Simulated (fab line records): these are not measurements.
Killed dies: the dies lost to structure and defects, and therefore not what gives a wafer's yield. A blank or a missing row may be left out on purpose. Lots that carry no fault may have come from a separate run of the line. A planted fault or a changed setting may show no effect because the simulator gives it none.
What tool caused it? + flow n5-finfet + 35 wafers from 12 lots sampled at 5 of the route's 1938 steps

== WHAT THE GAUGES READ, wafer by wafer ==
No reading from a measuring or inspecting step in the record can be judged against a usual standard deviation.

== TOOL THAT RAN EACH LOT (tool first, then ch and the chambers of the sampled wafers, then the start) ==
| lot  | N5_BEOL_M5_ANNEAL_49         | N5_BEOL_M5_SPUTTER_81        | N5_BEOL_M5_ANNEAL_82         | N5_BEOL_M5_ANNEAL_84         | N5_PASSIVATION_PROBE_49 |
|------|------------------------------|------------------------------|------------------------------|------------------------------|-------------------------|
| L175 | pvd-sputter-03, day 7 22:26  | pvd-sputter-03, day 7 23:26  | pvd-sputter-03, day 7 23:31  | pvd-sputter-03, day 8 00:37  | -                       |
| L176 | pvd-sputter-03, day 8 06:32  | pvd-sputter-03, day 8 07:32  | pvd-sputter-03, day 8 07:37  | pvd-sputter-03, day 8 08:42  | -                       |
| L178 | pvd-sputter-03, day 8 15:29  | pvd-sputter-03, day 8 16:29  | pvd-sputter-03, day 8 16:34  | pvd-sputter-03, day 8 17:39  | -                       |
| L177 | pvd-sputter-01, day 8 17:13  | pvd-sputter-01, day 8 18:13  | pvd-sputter-01, day 8 18:18  | pvd-sputter-01, day 8 19:23  | -                       |
| L180 | pvd-sputter-01, day 9 10:46  | pvd-sputter-01, day 9 11:46  | pvd-sputter-01, day 9 11:51  | pvd-sputter-01, day 9 12:56  | -                       |
| L187 | pvd-sputter-01, day 11 02:53 | pvd-sputter-01, day 11 03:53 | pvd-sputter-01, day 11 03:58 | pvd-sputter-01, day 11 05:04 | -                       |
| L188 | pvd-sputter-03, day 11 10:19 | pvd-sputter-03, day 11 11:19 | pvd-sputter-03, day 11 11:24 | pvd-sputter-03, day 11 12:29 | -                       |
| L190 | pvd-sputter-01, day 11 12:28 | pvd-sputter-01, day 11 13:29 | pvd-sputter-01, day 11 13:34 | pvd-sputter-01, day 11 14:38 | prober-02, day 15 09:37 |
| L189 | pvd-sputter-02, day 11 22:43 | pvd-sputter-02, day 11 23:44 | pvd-sputter-02, day 11 23:49 | pvd-sputter-02, day 12 00:53 | -                       |
| L193 | pvd-sputter-01, day 12 21:37 | pvd-sputter-01, day 12 22:37 | pvd-sputter-01, day 12 22:41 | pvd-sputter-01, day 12 23:47 | -                       |
| L197 | pvd-sputter-02, day 13 21:31 | pvd-sputter-02, day 13 22:32 | pvd-sputter-02, day 13 22:37 | pvd-sputter-02, day 13 23:42 | -                       |
| L198 | pvd-sputter-03, day 14 00:19 | pvd-sputter-03, day 14 01:19 | pvd-sputter-03, day 14 01:24 | pvd-sputter-03, day 14 02:29 | -                       |
- N5_BEOL_M5_ANNEAL_49: time 1800 s.
- N5_BEOL_M5_SPUTTER_81: material Cu, target thk 15 nm, time 27.62 s.
- N5_BEOL_M5_ANNEAL_82: time 1800 s.
- N5_BEOL_M5_ANNEAL_84: time 1800 s.
- N5_PASSIVATION_PROBE_49

== AS READ BY THE TOOLS THEMSELVES (means over the sampled wafers that have a number; for cases with no such wafer, the mark the record gives instead) ==
N5_BEOL_M5_ANNEAL_49.
| lot  | tool           | heater-power-w (W) | susceptor-temp-C (C) |
|------|----------------|--------------------|----------------------|
| L175 | pvd-sputter-03 | 838                | 400.04               |
| L176 | pvd-sputter-03 | 798                | 399.65               |
| L178 | pvd-sputter-03 | 812                | 399.79               |
| L177 | pvd-sputter-01 | 873                | 400.00               |
| L180 | pvd-sputter-01 | 830                | 399.89               |
| L187 | pvd-sputter-01 | 776                | 400.02               |
| L188 | pvd-sputter-03 | 800                | 399.82               |
| L190 | pvd-sputter-01 | 813                | 399.78               |
| L189 | pvd-sputter-02 | 783                | 399.97               |
| L193 | pvd-sputter-01 | 832                | 399.74               |
| L197 | pvd-sputter-02 | 813                | 400.13               |
| L198 | pvd-sputter-03 | 811                | 400.13               |

N5_BEOL_M5_SPUTTER_81.
| lot  | tool           | substrate-temp-c (C) | throttle-valve-pct (%) |
|------|----------------|----------------------|------------------------|
| L175 | pvd-sputter-03 | -20.04               | 29.1                   |
| L176 | pvd-sputter-03 | -19.92               | 28.9                   |
| L178 | pvd-sputter-03 | -19.99               | 29.3                   |
| L177 | pvd-sputter-01 | -20.06               | 30.5                   |
| L180 | pvd-sputter-01 | -20.05               | 30.2                   |
| L187 | pvd-sputter-01 | -19.92               | 30.4                   |
| L188 | pvd-sputter-03 | -20.08               | 29.5                   |
| L190 | pvd-sputter-01 | -19.97               | 30.4                   |
| L189 | pvd-sputter-02 | -20.06               | 30.3                   |
| L193 | pvd-sputter-01 | -20.14               | 29.8                   |
| L197 | pvd-sputter-02 | -19.87               | 30.5                   |
| L198 | pvd-sputter-03 | -20.07               | 29.5                   |

N5_BEOL_M5_ANNEAL_82.
| lot  | tool           | heater-power-w (W) | susceptor-temp-C (C) |
|------|----------------|--------------------|----------------------|
| L175 | pvd-sputter-03 | 828                | 399.92               |
| L176 | pvd-sputter-03 | 789                | 399.84               |
| L178 | pvd-sputter-03 | 813                | 400.02               |
| L177 | pvd-sputter-01 | 870                | 400.02               |
| L180 | pvd-sputter-01 | 840                | 399.86               |
| L187 | pvd-sputter-01 | -                  | -                    |
| L188 | pvd-sputter-03 | -                  | -                    |
| L190 | pvd-sputter-01 | -                  | -                    |
| L189 | pvd-sputter-02 | 786                | 400.00               |
| L193 | pvd-sputter-01 | 812                | 400.07               |
| L197 | pvd-sputter-02 | 814                | 399.97               |
| L198 | pvd-sputter-03 | 811                | 400.15               |

N5_BEOL_M5_ANNEAL_84.
| lot  | tool           | heater-power-w (W) | susceptor-temp-C (C) |
|------|----------------|--------------------|----------------------|
| L175 | pvd-sputter-03 | 822                | 399.73               |
| L176 | pvd-sputter-03 | 802                | 400.03               |
| L178 | pvd-sputter-03 | 817                | 400.28               |
| L177 | pvd-sputter-01 | 870                | 400.01               |
| L180 | pvd-sputter-01 | 837                | 400.03               |
| L187 | pvd-sputter-01 | 762                | 400.01               |
| L188 | pvd-sputter-03 | 792                | 399.86               |
| L190 | pvd-sputter-01 | 810                | 400.04               |
| L189 | pvd-sputter-02 | 783                | 399.80               |
| L193 | pvd-sputter-01 | 821                | 399.89               |
| L197 | pvd-sputter-02 | 796                | 399.86               |
| L198 | pvd-sputter-03 | 801                | 399.78               |

N5_PASSIVATION_PROBE_49.
| lot  | tool      | defect-limited-yield (%) | killed_at_M0_to_M3 | killed_at_M4_up | killed-at-contacts | killed-at-front-end | killed-at-other | killed-dies | killed-open | killed-short | sort_bin_5_function (%) | sort_bin_6_memory (%) | sort_bin_8_speed (%) | sort-n-pass | sort-yield-pct (%) |
|------|-----------|--------------------------|--------------------|-----------------|--------------------|---------------------|-----------------|-------------|-------------|--------------|-------------------------|-----------------------|----------------------|-------------|--------------------|
| L190 | prober-02 | 92.6                     | 28                 | 9               | 10                 | 33                  | 8               | 88          | 50          | 34           | 4.5                     | 2.7                   | 0.00                 | 1092        | 92.6               |

== THE ANSWER, worked out from the rows above alone ==
Rule: what is usual is taken from the lots themselves. Put in order of their means at a reading, lots are off if they are a third of the lots or fewer, leave a main group of 4 or more, and stand apart from it by a gap of 3 or more times the standard deviation of the main group's means; of several such gaps the widest counts. A main group whose means are all the same, to the digits that the tables above print for the reading, isn't used. Also off: a lot with no number at a reading for which 4 or more lots have one. The other lots that the step has rows for count as sound. After the gauges, taken in route order, come the tools' own readings; for these a lot's mean is taken, as printed above. At the first step where some lot is off, the reading lying furthest off is the one used; lots without a number count as furthest.
Off at N5_BEOL_M5_ANNEAL_82 (heater-power-w): L187, L188, L190. Without a number there: L187, L188, L190. The main group: mean 818 W, standard deviation 24.
A tool fits if, at that step or a process step before it, it ran every lot that is off, and no sound lot after the first of them. Of those tried, none fits.

== WHAT THE SIMULATOR HAD INSERTED ==
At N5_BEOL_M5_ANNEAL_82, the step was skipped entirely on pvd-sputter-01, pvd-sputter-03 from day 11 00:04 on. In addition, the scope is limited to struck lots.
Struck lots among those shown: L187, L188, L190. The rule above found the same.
